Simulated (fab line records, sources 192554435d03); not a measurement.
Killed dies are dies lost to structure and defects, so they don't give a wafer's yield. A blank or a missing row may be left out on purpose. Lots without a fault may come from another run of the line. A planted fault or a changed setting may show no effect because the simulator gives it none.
Chamber matching | flow n5_finfet | N5_MOL_CONTACT_COAG_ALD_27 on ald_sin-01: 4 sister chambers
The step deposits SiOC, target thk 17 nm, pulse time 1.5 s, time 2720 s. 18 wafers are shown with their chamber, then 9 later ones without.

WAFERS WITH THEIR CHAMBER
wafer  | chamber | heater_power_w (W) | precursor_pulse_height_rel
L078.2 | 1       | 821                | 0.996
L078.5 | 3       | 626                | 0.997
L078.6 | 2       | 820                | 0.965
L080.2 | 0       | 961                | 1.015
L080.5 | 0       | 975                | 1.012
L080.6 | 3       | 661                | 1.001
L081.2 | 0       | 989                | 1.016
L081.4 | 1       | 843                | 0.984
L081.5 | 2       | 813                | 1.006
L084.2 | 1       | 825                | 0.962
L084.4 | 2       | 826                | 1.022
L084.6 | 1       | 815                | 0.986
L087.3 | 2       | 842                | 1.028
L087.4 | 3       | 649                | 0.982
L087.5 | 1       | 833                | 0.971
L086.3 | 1       | 832                | 0.967
L086.4 | 0       | 971                | 0.981
L086.5 | 0       | 971                | 1.038

SIGNATURES (means of the wafers above)
reading                    | chamber 0 | chamber 1 | chamber 2 | chamber 3 | scatter within a chamber
heater_power_w             | 973.40    | 828.17    | 825.25    | 645.33    | 11.9
precursor_pulse_height_rel | 1.01240   | 0.97767   | 1.00525   | 0.99333   | 0.0191
Rule: a wafer's distance from a chamber is the root of the sum, over the readings, of the square of ((its reading less the chamber's mean) divided by the reading's scatter). The wafer belongs to the nearest chamber; if the next one is less than 2 further off, it can't be placed. The scatter: the root of (the sum of the squares of (reading less its chamber's mean) over the shown wafers, divided by (wafers less chambers)).

WAFERS WITHOUT THEIR CHAMBER
wafer  | heater_power_w (W) | precursor_pulse_height_rel
L088.2 | 977                | 1.004
L088.4 | 824                | 0.975
L088.5 | 814                | 0.987
L091.1 | 834                | 1.047
L091.2 | 972                | 1.016
L091.3 | 649                | 1.027
L097.2 | 845                | 1.021
L097.4 | 984                | 1.028
L097.5 | 856                | 0.977

WHICH CHAMBER EACH WENT THROUGH
wafer  | from the rows above     | in truth
L088.2 | 0                       | 0
L088.4 | can't be placed: 1 or 2 | 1
L088.5 | can't be placed: 1 or 2 | 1
L091.1 | can't be placed: 2 or 1 | 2
L091.2 | 0                       | 0
L091.3 | 3                       | 3
L097.2 | can't be placed: 2 or 1 | 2
L097.4 | 0                       | 0
L097.5 | can't be placed: 1 or 2 | 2
Placed correctly: 4 of 9. Can't be placed from these rows: 5 (the true chamber is among the candidates in 5). Placed wrongly: 0.
